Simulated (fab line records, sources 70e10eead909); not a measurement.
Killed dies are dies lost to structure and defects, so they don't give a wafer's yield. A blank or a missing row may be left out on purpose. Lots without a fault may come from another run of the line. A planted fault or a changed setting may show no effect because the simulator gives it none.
fab line records | flow nand_harc
record lots=7 wafers=18 last_day=26
route steps=1159 shown A_STAIRCASE@580 END@1159
lots that met no fault: from a run of the same line without faults
start_h: hours from the record's first day to the start of the lot's first wafer shown | wait_h: hours since the lot's step before | " the same as in the row above | L1.1+2: a row that stands for several wafers | - no value, or no start given | * or withheld: withheld | < > ~ a bound
route shown NAME@n: a module of which the file shows steps, and the number in the route of the first | usual: mean/standard deviation of fault-free wafers | same: alike in all rows | chamber/n: place in a boat | sites: the reading at each site | _std_site: their standard deviation | _edge_site: outer sites' mean less inner sites' | radius_mm: how far each site lies from the wafer's centre | mask NAME#n: copy n | behind: the tool/chamber that last shaped the wafer | hold: why the lot was held/for how many hours/how that ended | device: the transistor (n, p or np) that didn't switch | end of line: the same wafers' tests at the end of the route | a step without rows: its recipe alone | killed: dies lost to structure and defects at the first sort, not the wafer's yield | map: a wafer's dies, x killed, . not, _ none there
set.NAME: the setting as run; set.NAME@STEP: as run at that earlier step | model.NAME: the simulator's own value behind a step, which no gauge read
lots at some steps of the route; a table a step, a row a wafer
services: from which hour (start_h, from the record's first day; less than 0 if before it) a tool's chamber was out of use, for how many hours, and why
## steps
# step NHARC_A_STAIRCASE_DESCUM_186
# recipe time_s=3 o2_flow_sccm=200 ar_flow_sccm=0 bias_power_w=0 chemistry=O2
# step NHARC_A_STAIRCASE_TRIM_187
# recipe time_s=211.2 o2_flow_sccm=500 ar_flow_sccm=0 bias_w=0 chemistry=O2
# usual drypump_motor_current_A=5.6/0.42 mfc_ar_sccm=0.006/0.011 oes_product_au=1.003/0.0078 rf_vpp_V=57.7/0.91 showerhead_plenum_p_Torr=3.49/0.15 throttle_valve_pct=17.038/0.0091
# columns lot.wafer tool chamber start_h wait_h drypump_motor_current_A mfc_ar_sccm oes_product_au rf_hours_counter_h rf_vpp_V showerhead_plenum_p_Torr throttle_valve_pct
L265.3 rie_diel-11 2 287.15 1.6 5.8 0.012 1.012 35 57.7 3.46 17.035
L265.1 " 0 " " 5.5 0 1.008 35 58.4 3.33 17.038
L265.5 " 2 " " 5.8 0.012 1.006 - 56.8 3.46 17.039
L263.3 rie_diel-13 0 292.72 0.1 5.5 0 1.005 4 57.2 3.59 17.043
L263.5 " 1 " " 5.4 0.027 0.999 - 57.4 3.45 17.023
L267.4 rie_diel-09 2 296.30 0.1 5.3 0.003 1.003 - 58.1 3.56 17.034
L267.6 " 3 " " 5.3 0.029 1.014 - 59.3 3.55 17.046
L266.1 rie_diel-09 2 296.79 0.1 5.3 0.003 0.988 11 58.3 3.56 17.014
L266.2 " 3 " " 5.2 0.029 1.005 14 57.5 3.55 17.037
L266.4 " 3 " " 5.2 0.029 1.004 - 57.4 3.55 17.023
L269.3 rie_diel-11 2 313.15 0.2 5.8 0.012 0.998 43 57.3 3.45 17.033
L269.5 " 0 " " 5.5 0 1.018 - 56.4 3.32 17.042
L275.4 rie_diel-13 0 349.94 0.1 5.5 0 0.999 21 58.4 3.58 17.047
L275.3 " 1 " " 5.4 0.027 1.001 22 57.9 3.44 17.045
L275.1 " 2 " " 5.7 0 1.017 21 56.2 3.32 17.033
L280.2 rie_diel-09 0 379.12 0.1 4.8 0 1.000 38 57.1 3.34 17.030
L280.1 " 2 " " 5.3 0.003 1.008 40 58.0 3.54 17.036
L280.5 " 1 " " 5.5 0.007 0.993 - 57.4 3.79 17.041
# step NHARC_A_STAIRCASE_ETCH_188
# recipe target_depth_a=1000 time_s=40.5 ion_energy_ev=400 c4f8_flow_sccm=20 o2_flow_sccm=10 ar_flow_sccm=withheld rf_w=600 bias_w=1000 chemistry=C4F8/O2
# usual oes_product_au=0.936/0.013 rf_vpp_V=895/5.5
# columns lot.wafer tool chamber start_h wait_h oes_product_au rf_hours_counter_h rf_vpp_V
L265.1 rie_diel-11 2 - - 0.937 35 893
L265.3 " 3 " " 0.925 35 896
L265.5 " 3 " " 0.930 - 893
L263.3 rie_diel-13 0 - - 0.926 4 898
L263.5 " 3 " " 0.934 - 905
L267.6 rie_diel-09 3 - - 0.954 - 896
L267.4 " 2 " " 0.940 - 898
L266.2 rie_diel-09 0 - - 0.922 12 890
L266.1 " 3 " " 0.941 14 895
L266.4 " 2 " " 0.928 - 898
L269.3 rie_diel-11 1 - - 0.927 42 897
L269.5 " 0 " " 0.928 - 888
L275.3 rie_diel-13 0 - - 0.945 21 897
L275.4 " 1 " " 0.950 22 892
L275.1 " 2 " " 0.968 21 888
L280.2 rie_diel-09 2 - - 0.943 40 895
L280.1 " 3 " " 0.972 43 895
L280.5 " 1 " " 0.940 - 906
# step NHARC_A_STAIRCASE_TRIM_189
# recipe time_s=211.2 o2_flow_sccm=500 ar_flow_sccm=0 bias_w=0 chemistry=O2
# step NHARC_A_STAIRCASE_ETCH_190
# recipe target_depth_a=1000 time_s=40.5 ion_energy_ev=400 c4f8_flow_sccm=20 o2_flow_sccm=10 ar_flow_sccm=withheld rf_w=600 bias_w=1000 chemistry=C4F8/O2
# usual oes_product_au=0.940/0.012 rf_vpp_V=895/5.3
# columns lot.wafer tool chamber start_h wait_h oes_product_au rf_hours_counter_h rf_vpp_V
L265.1 rie_diel-11 1 - - 0.949 32 897
L265.3 " 2 " " 0.955 35 894
L265.5 " 3 " " 0.945 - 892
L263.3 rie_diel-13 3 - - 0.947 4 906
L263.5 " 0 " " 0.935 - 898
L267.6 rie_diel-09 2 - - 0.929 - 897
L267.4 " 3 " " 0.950 - 897
L266.1 rie_diel-09 2 - - 0.937 12 898
L266.2 " 3 " " 0.946 15 898
L266.4 " 2 " " 0.936 - 898
L269.3 rie_diel-11 0 - - 0.948 45 887
L269.5 " 3 " " 0.934 - 893
L275.4 rie_diel-13 3 - - 0.945 21 906
L275.1 " 0 " " 0.958 21 898
L275.3 " 1 " " 0.962 22 891
L280.2 rie_diel-09 2 - - 0.925 40 898
L280.1 " 3 " " 0.944 43 898
L280.5 " 2 " " 0.933 - 898
# step NHARC_A_STAIRCASE_TRIM_191
# recipe time_s=211.2 o2_flow_sccm=500 ar_flow_sccm=0 bias_w=0 chemistry=O2
# usual drypump_motor_current_A=5.6/0.4 mfc_ar_sccm=0.007/0.011 oes_product_au=1.002/0.009 rf_vpp_V=57.6/0.97 showerhead_plenum_p_Torr=3.49/0.14 throttle_valve_pct=17.037/0.0095
# columns lot.wafer tool chamber start_h wait_h drypump_motor_current_A mfc_ar_sccm oes_product_au rf_hours_counter_h rf_vpp_V showerhead_plenum_p_Torr throttle_valve_pct
L265.1 rie_diel-11 0 - - 5.5 0 0.993 35 56.8 3.33 17.032
L265.3 " 1 " " 5.7 0 1.010 33 57.0 3.57 17.040
L265.5 " 1 " " 5.7 0 1.004 - 57.7 3.57 17.026
L263.3 rie_diel-13 1 - - 5.4 0.027 0.999 5 56.5 3.45 17.033
L263.5 " 2 " " 5.7 0 1.011 - 57.7 3.33 17.036
L267.4 rie_diel-09 0 - - 4.8 0 0.988 - 57.5 3.35 17.047
L267.6 " 3 " " 5.3 0.029 1.008 - 59.0 3.55 17.027
L266.1 rie_diel-09 0 - - 4.9 0 0.995 13 57.5 3.35 17.042
L266.2 " 2 " " 5.3 0.003 0.989 12 57.0 3.56 17.026
L266.4 " 3 " " 5.3 0.029 1.002 - 58.9 3.55 17.044
L269.3 rie_diel-11 2 - - 5.8 0.012 1.008 43 57.3 3.45 17.048
L269.5 " 0 " " 5.5 0 1.017 - 57.8 3.32 17.027
L275.1 rie_diel-13 0 - - 5.4 0 1.007 21 57.4 3.58 17.048
L275.4 " 1 " " 5.4 0.027 1.003 22 57.0 3.44 17.036
L275.3 " 2 " " 5.7 0 1.013 21 55.9 3.32 17.038
L280.2 rie_diel-09 2 - - 5.3 0.003 0.985 40 58.3 3.54 17.040
L280.1 " 3 " " 5.3 0.029 0.994 43 57.0 3.53 17.039
L280.5 " 3 " " 5.3 0.029 1.005 - 57.1 3.53 17.041
# step NHARC_A_STAIRCASE_ETCH_192
# recipe target_depth_a=1000 time_s=40.5 ion_energy_ev=400 c4f8_flow_sccm=20 o2_flow_sccm=10 ar_flow_sccm=withheld rf_w=600 bias_w=1000 chemistry=C4F8/O2
# step NHARC_A_STAIRCASE_TRIM_193
# recipe time_s=211.2 o2_flow_sccm=500 ar_flow_sccm=0 bias_w=0 chemistry=O2
# step NHARC_A_STAIRCASE_ETCH_194
# recipe target_depth_a=1000 time_s=40.5 ion_energy_ev=400 c4f8_flow_sccm=20 o2_flow_sccm=10 ar_flow_sccm=withheld rf_w=600 bias_w=1000 chemistry=C4F8/O2
# usual oes_product_au=0.942/0.012 rf_vpp_V=895/5.4
# columns lot.wafer tool chamber start_h wait_h oes_product_au rf_hours_counter_h rf_vpp_V
L265.1 rie_diel-11 3 - - 0.940 35 892
L265.3 " 0 " " 0.939 35 889
L265.5 " 0 " " 0.942 - 889
L263.3 rie_diel-13 2 - - 0.939 5 887
L263.5 " 2 " " 0.947 - 890
L267.4 rie_diel-09 0 - - 0.934 - 890
L267.6 " 3 " " 0.939 - 897
L266.1 rie_diel-09 3 - - 0.942 15 895
L266.2 " 2 " " 0.930 12 896
L266.4 " 3 " " 0.945 - 895
L269.3 rie_diel-11 2 - - 0.942 44 893
L269.5 " 1 " " 0.953 - 897
L275.4 rie_diel-13 0 - - 0.954 21 899
L275.3 " 1 " " 0.947 22 893
L275.1 " 2 " " 0.954 21 889
L280.2 rie_diel-09 1 - - 0.926 38 904
L280.1 " 3 " " 0.943 43 897
L280.5 " 0 " " 0.948 - 890
# step NHARC_A_STAIRCASE_TRIM_196
# recipe time_s=211.2 o2_flow_sccm=500 ar_flow_sccm=0 bias_w=0 chemistry=O2
# step NHARC_A_STAIRCASE_ETCH_197
# recipe target_depth_a=1000 time_s=40.5 ion_energy_ev=400 c4f8_flow_sccm=20 o2_flow_sccm=10 ar_flow_sccm=withheld rf_w=600 bias_w=1000 chemistry=C4F8/O2
# step NHARC_A_STAIRCASE_TRIM_198
# recipe time_s=211.2 o2_flow_sccm=500 ar_flow_sccm=0 bias_w=0 chemistry=O2
# usual drypump_motor_current_A=5.5/0.39 mfc_ar_sccm=0.008/0.011 oes_product_au=1.001/0.0087 rf_vpp_V=57.8/0.92 showerhead_plenum_p_Torr=3.49/0.15 throttle_valve_pct=17.038/0.0091
# columns lot.wafer tool chamber start_h wait_h drypump_motor_current_A mfc_ar_sccm oes_product_au rf_hours_counter_h rf_vpp_V showerhead_plenum_p_Torr throttle_valve_pct
L265.1 rie_diel-11 0 288.51 - 5.5 0 1.016 36 56.8 3.32 17.039
L265.3 " 1 " " 5.7 0 1.009 33 59.3 3.57 17.044
L265.5 " 0 " " 5.5 0 1.013 - 56.4 3.32 17.042
L263.3 rie_diel-09 3 294.52 - 5.3 0.029 1.011 13 56.3 3.55 17.035
L263.5 " 3 " " 5.2 0.029 1.206 - 57.0 3.55 17.043
L267.4 rie_diel-09 0 298.04 - 4.9 0 0.997 - 57.4 3.35 17.027
L267.6 " 3 " " 5.2 0.029 1.203 - 57.8 3.55 17.049
L266.2 rie_diel-11 2 298.55 - 5.8 0.012 1.005 39 55.8 3.46 17.049
L266.4 " 3 " " 5.7 0 0.996 40 57.0 3.45 17.036
L266.1 " 0 " " 5.5 0 1.007 41 58.0 3.32 17.038
L269.3 rie_diel-09 2 314.99 - 5.3 0.003 1.000 17 57.8 3.55 17.021
L269.5 " 0 " " 4.8 0 1.177 - 56.7 3.35 17.024
L275.4 rie_diel-13 1 351.28 - 5.4 0.027 0.996 22 57.4 3.44 17.050
L275.3 " 3 " " 6.5 0 0.992 21 58.5 3.80 17.014
L275.1 " 0 " " 5.4 0 1.009 22 58.0 3.58 17.033
L280.1 rie_diel-09 2 380.54 - 5.3 0.003 0.999 41 58.7 3.54 17.024
L280.2 " 0 " " 4.8 0 1.006 39 56.5 3.34 17.040
L280.5 " 2 " " 5.3 0.003 0.995 - 58.9 3.54 17.037
# step NHARC_A_STAIRCASE_ETCH_199
# recipe target_depth_a=1000 time_s=40.5 ion_energy_ev=400 c4f8_flow_sccm=20 o2_flow_sccm=10 ar_flow_sccm=withheld rf_w=600 bias_w=1000 chemistry=C4F8/O2
# step NHARC_END_SORT_01
# recipe temp_c=25
# usual killed_at_array=28/11 killed_at_other=0.9/1.2 killed_at_periphery=2.6/2.1 killed_dies=31/11 killed_open=3.1/1.7 killed_short=1.9/1.3
# same gross_dies=677
# columns lot.wafer tool chamber start_h wait_h killed_at_array killed_at_other killed_at_periphery killed_dies killed_open killed_short
L267.6 prober-02 0 568.59 4.0 36 1 1 38 2 2
L263.5 prober-02 0 575.55 3.7 22 2 1 25 3 3
L269.5 prober-01 0 596.82 3.7 28 0 3 31 6 2
# killed by level:class
L267.6 A_CHANNEL_HOLE_D1:chamber_film_flake=20 A_CONTACT:chamber_film_flake=6 A_STAIRCASE:area_trim=5 A_SGD_CUT:geometric_particle:short=2 A_STAIRCASE:chamber_film_flake=2 P_CONTACT:geometric_particle:open=1 A_M0:geometric_particle:open=1 THIN_TSV:chamber_film_flake=1
L263.5 A_CHANNEL_HOLE_D1:chamber_film_flake=5 A_STAIRCASE:chamber_film_flake=5 A_CHANNEL_FILL_D1:chamber_film_flake=3 A_CONTACT:chamber_film_flake=2 A_STAIRCASE:area_trim=2 P_M0:geometric_particle:open=1 A_WL_FILL:geometric_particle:short=1 A_CONTACT:geometric_particle:short=1
L269.5 A_SLIT:chamber_film_flake=11 A_CHANNEL_HOLE_D1:chamber_film_flake=3 A_STAIRCASE:area_trim=3 A_CHANNEL_FILL_D1:geometric_particle:open=2 A_CHANNEL_FILL_D1:chamber_film_flake=2 A_CONTACT:chamber_film_flake=2 P_CONTACT:geometric_particle:open=1 P_M0:geometric_particle:short=1
## services
# columns tool chamber start_h hours kind
rie_diel-09 0 263.15 - clean
rie_diel-09 1 263.15 - clean
rie_diel-09 1 263.15 - consumable_replace:showerhead
rie_diel-09 2 263.15 - clean
rie_diel-09 3 263.15 - clean
rie_diel-13 - 276.20 9.0 pm
rie_diel-09 0 287.65 - clean
rie_diel-09 1 287.65 - clean
rie_diel-09 2 287.65 - clean
rie_diel-09 3 287.65 - clean
rie_diel-09 1 290.16 10.6 repair
rie_diel-09 0 312.19 - clean
rie_diel-09 1 312.19 - clean
rie_diel-09 2 312.19 - clean
rie_diel-09 3 312.19 - clean
rie_diel-09 0 336.69 - clean
rie_diel-09 1 336.69 - clean
rie_diel-09 2 336.69 - clean
rie_diel-09 3 336.69 - clean
rie_diel-09 - 350.67 2.0 repair
rie_diel-09 1 361.75 - clean
rie_diel-09 2 361.75 - clean
rie_diel-09 3 361.75 - clean
rie_diel-11 - 366.68 9.0 pm
## key
first_sign step=NHARC_A_STAIRCASE_TRIM_198 reading=oes_product_au direction=up sigmas=22 usual=1.001 struck=1.195
effect none on later readings
met_at NHARC_A_STAIRCASE_TRIM_198
struck_wafers L263.5,L267.6,L269.5
tester_left_out L263,L267,L269
fault kind=process_parameter_drift tool=rie_diel-09 chamber=- onset_h=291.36 steps=NHARC_A_STAIRCASE_TRIM_198 channel=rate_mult offset=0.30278 shape=step end_h=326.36 scope=struck_wafers_only
# tester_left_out: of these lots the tester's yield and bins aren't shown, on N5 and GAA mostly nor the transistor test; their killed dies are dies lost to structure and defects alone, not to doping, threshold or leakage, so they don't give the yield
